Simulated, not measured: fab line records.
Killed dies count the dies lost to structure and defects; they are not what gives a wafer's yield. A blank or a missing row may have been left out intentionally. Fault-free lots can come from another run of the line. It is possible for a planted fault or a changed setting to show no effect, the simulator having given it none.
What tool caused it?	flow nandHarc	36 wafers from 12 lots sampled at 5 of the route's 1302 steps

WHAT THE GAUGES READ, wafer by wafer
NHARC_END_SORT_01. Usual: killedAtArray 56, standard deviation 21; killedAtOther 1.2, standard deviation 1.6; killedAtPeriphery 3.7, standard deviation 2.5; killedDies 61, standard deviation 21; killedOpen 3.1, standard deviation 1.8; killedShort 2.8, standard deviation 1.7.
lot	measured	on	killedAtArray	killedAtOther	killedAtPeriphery	killedDies	killedOpen	killedShort	flag
L104	day 33 04:25	prober-01	77 81 70	0 1 5	3 5 0	80 87 75	3 6 0	2 3 3	

TOOL THAT RAN EACH LOT (tool first, then ch and the chambers of the sampled wafers, then the start)
lot	NHARC_A_STAIRCASE_HM_OPEN_463	NHARC_A_STAIRCASE_ETCH_315	NHARC_A_STAIRCASE_DEP_151	NHARC_A_STAIRCASE_EXPOSE_438
L986	rieDiel-05 ch 0,3, day 18 01:16 or earlier	rieDiel-05 ch 0,2,3, day 18 01:16 or earlier	pecvd-01 ch 0,2, day 18 01:16	krfScanner-02 ch 0, day 19 01:17
L985	rieDiel-05 ch 0,1,3, day 18 01:23 or earlier	rieDiel-05 ch 0,2,3, day 18 01:23 or earlier	pecvd-03 ch 0,2, day 18 01:23	krfScanner-02 ch 0, day 19 01:14
L984	rieDiel-05 ch 0,1,2, day 18 05:09 or earlier	rieDiel-05 ch 0,2,3, day 18 05:09 or earlier	pecvd-03 ch 0,1, day 18 05:09	krfScanner-03 ch 0, day 19 06:09
L990	rieDiel-13 ch 0,1, day 19 19:00 or earlier	rieDiel-13 ch 2,3, day 19 19:00 or earlier	pecvd-01 ch 0,1,2, day 19 19:00	krfScanner-03 ch 0, day 20 18:36
L994	rieDiel-13 ch 0,2,3, day 21 23:16 or earlier	rieDiel-13 ch 1,3, day 21 23:16 or earlier	pecvd-02 ch 1,2, day 21 23:16	krfScanner-03 ch 0, day 23 00:12
L995	rieDiel-05 ch 1,2, day 22 03:37 or earlier	rieDiel-05 ch 2,3, day 22 03:37 or earlier	pecvd-03 ch 0,1,2, day 22 03:37	krfScanner-03 ch 0, day 23 09:40
L996	rieDiel-13 ch 0,1, day 22 23:47 or earlier	rieDiel-13 ch 0,1,2, day 22 23:47 or earlier	pecvd-02 ch 0,2, day 22 23:47	krfScanner-02 ch 0, day 24 02:26
L999	rieDiel-07 ch 0,1,3, day 23 07:15 or earlier	rieDiel-07 ch 1,3, day 23 07:15 or earlier	pecvd-01 ch 0,1,2, day 23 07:15	krfScanner-02 ch 0, day 24 06:51
L103	rieDiel-05 ch 0,2,3, day 25 06:06 or earlier	rieDiel-05 ch 0,1,2, day 25 06:06 or earlier	pecvd-03 ch 0,1,2, day 25 06:06	krfScanner-02 ch 0, day 26 03:28
L104	rieDiel-07 ch 1,2,3, day 26 05:14 or earlier	rieDiel-07 ch 0,2,3, day 26 05:14 or earlier	pecvd-01 ch 0,1,2, day 26 05:14	krfScanner-02 ch 0, day 27 06:58
L106	rieDiel-05 ch 0,2, day 26 15:47 or earlier	rieDiel-05 ch 1,2,3, day 26 15:47 or earlier	pecvd-01 ch 0,1,2, day 26 15:47	krfScanner-02 ch 0, day 27 17:08
L107	rieDiel-13 ch 1,3, day 27 14:49 or earlier	rieDiel-13 ch 0,1, day 27 14:49 or earlier	pecvd-03 ch 1,2, day 27 14:49	krfScanner-04 ch 0, day 28 19:20
- NHARC_A_STAIRCASE_HM_OPEN_463: chemistry O2/COS.
- NHARC_A_STAIRCASE_ETCH_315: etches the open film in C4F8/O2/Ar, target depth 2500 nm, time 607.1 s.
- NHARC_A_STAIRCASE_DEP_151: deposits SiO2, target thk 7200 nm.
- NHARC_A_STAIRCASE_EXPOSE_438: exposes mask STAIR REV.

WHAT THE TOOLS THEMSELVES READ (means of the sampled wafers that have a number; where no wafer has one, the mark that the record gives instead)
NHARC_A_STAIRCASE_HM_OPEN_463. Usual: cosFlowSccm 20.00 sccm, standard deviation 0.062; drypumpMotorCurrentA 5.9 A, standard deviation 0.39; oesProductAu 1.002 a.u., standard deviation 0.0074; rfVppV 468 V, standard deviation 3.2; showerheadPlenumPTorr 3.16 Torr, standard deviation 0.15; throttleValvePct 28.329 %, standard deviation 0.0087.
lot	tool	cosFlowSccm (sccm)	drypumpMotorCurrentA (A)	oesProductAu (a.u.)	rfVppV (V)	showerheadPlenumPTorr (Torr)	throttleValvePct (%)	flag
L986	rieDiel-05	20.03	5.7	1.001	467	3.13	28.331	
L985	rieDiel-05	19.96	5.7	1.007	469	3.20	28.333	
L984	rieDiel-05	20.03	5.7	1.001	470	3.25	28.331	
L990	rieDiel-13	19.99	6.4	0.996	465	3.06	28.324	
L994	rieDiel-13	19.94	6.3	0.998	467	3.09	28.330	
L995	rieDiel-05	20.02	5.3	1.009	470	3.23	28.323	
L996	rieDiel-13	20.02	6.4	1.004	466	3.05	28.334	
L999	rieDiel-07	19.98	6.0	0.999	469	3.19	28.325	
L103	rieDiel-05	20.02	5.7	1.000	468	3.15	28.328	
L104	rieDiel-07	20.05	6.0	0.997	467	3.08	28.333	
L106	rieDiel-05	20.04	5.6	1.001	470	3.20	28.328	
L107	rieDiel-13	20.05	6.3	1.001	467	3.12	28.333	

NHARC_A_STAIRCASE_ETCH_315. Usual: oesProductAu 0.932 a.u., standard deviation 0.0092; rfVppV 1829 V, standard deviation 12.
lot	tool	oesProductAu (a.u.)	rfVppV (V)	flag
L986	rieDiel-05	0.928	1832	
L985	rieDiel-05	0.926	1831	
L984	rieDiel-05	0.929	1832	
L990	rieDiel-13	0.932	1823	
L994	rieDiel-13	0.939	1820	
L995	rieDiel-05	0.933	1827	
L996	rieDiel-13	0.936	1832	
L999	rieDiel-07	0.925	1819	
L103	rieDiel-05	0.943	1835	
L104	rieDiel-07	0.934	1836	
L106	rieDiel-05	0.932	1829	
L107	rieDiel-13	0.922	1819	

NHARC_A_STAIRCASE_DEP_151. Usual: heaterPowerW 621 W, standard deviation 120.
lot	tool	heaterPowerW (W)	flag
L986	pecvd-01	648	
L985	pecvd-03	666	
L984	pecvd-03	754	
L990	pecvd-01	587	
L994	pecvd-02	472	
L995	pecvd-03	682	
L996	pecvd-02	530	
L999	pecvd-01	590	
L103	pecvd-03	686	
L104	pecvd-01	617	
L106	pecvd-01	592	
L107	pecvd-03	660	

NHARC_A_STAIRCASE_EXPOSE_438. Usual: exposureDoseMJCm2 28.98, standard deviation 0.031.
lot	tool	exposureDoseMJCm2	flag
L986	krfScanner-02	28.97	
L985	krfScanner-02	28.99	
L984	krfScanner-03	29.01	
L990	krfScanner-03	28.97	
L994	krfScanner-03	28.97	
L995	krfScanner-03	28.93	
L996	krfScanner-02	28.95	
L999	krfScanner-02	28.98	
L103	krfScanner-02	29.72	OFF
L104	krfScanner-02	29.67	OFF
L106	krfScanner-02	29.68	OFF
L107	krfScanner-04	29.02	

THE ANSWER, worked out from the rows above alone
Rule: lot off if the mean of its wafers having a number is beyond 3 standard deviations from the usual mean. Also off: a lot with no number at a reading for which 4 or more lots have one. The other lots that the step has rows for count as sound. After the gauges, taken in route order, come the tools' own readings; for these a lot's mean is taken, as printed above. At the first step where some lot is off, the reading lying furthest off is the one used; lots without a number count as furthest.
Off: L103, L104, L106 (NHARC_A_STAIRCASE_EXPOSE_438, exposureDoseMJCm2).
A tool fits if, at that step or a process step before it, it ran every lot that is off, and no sound lot after the first of them. NHARC_A_STAIRCASE_HM_OPEN_463: start missing for some lots; hours and lot order therefore follow NHARC_A_STAIRCASE_DEP_151. NHARC_A_STAIRCASE_ETCH_315: start missing for some lots; hours and lot order therefore follow NHARC_A_STAIRCASE_DEP_151. One fits: krfScanner-02 at NHARC_A_STAIRCASE_EXPOSE_438. A fault onset in the window from L999 (day 24 06:51, its last sound lot) to L103 (day 26 03:28, its first lot off) fits.
The tool's own readings at NHARC_A_STAIRCASE_EXPOSE_438 bear it out: on the lots that are off they differ by more than 5 times the standard deviation of the sound lots' means. exposureDoseMJCm2 reads 29.69 there against 28.98 on the sound lots.

WHAT THE SIMULATOR HAD INSERTED
Drift in process parameters on krfScanner-02 at NHARC_A_STAIRCASE_EXPOSE_438, starting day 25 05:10. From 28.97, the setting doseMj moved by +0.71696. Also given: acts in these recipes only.
Lots struck among those shown: L104, L103, L106. The rule given above showed the same thing.
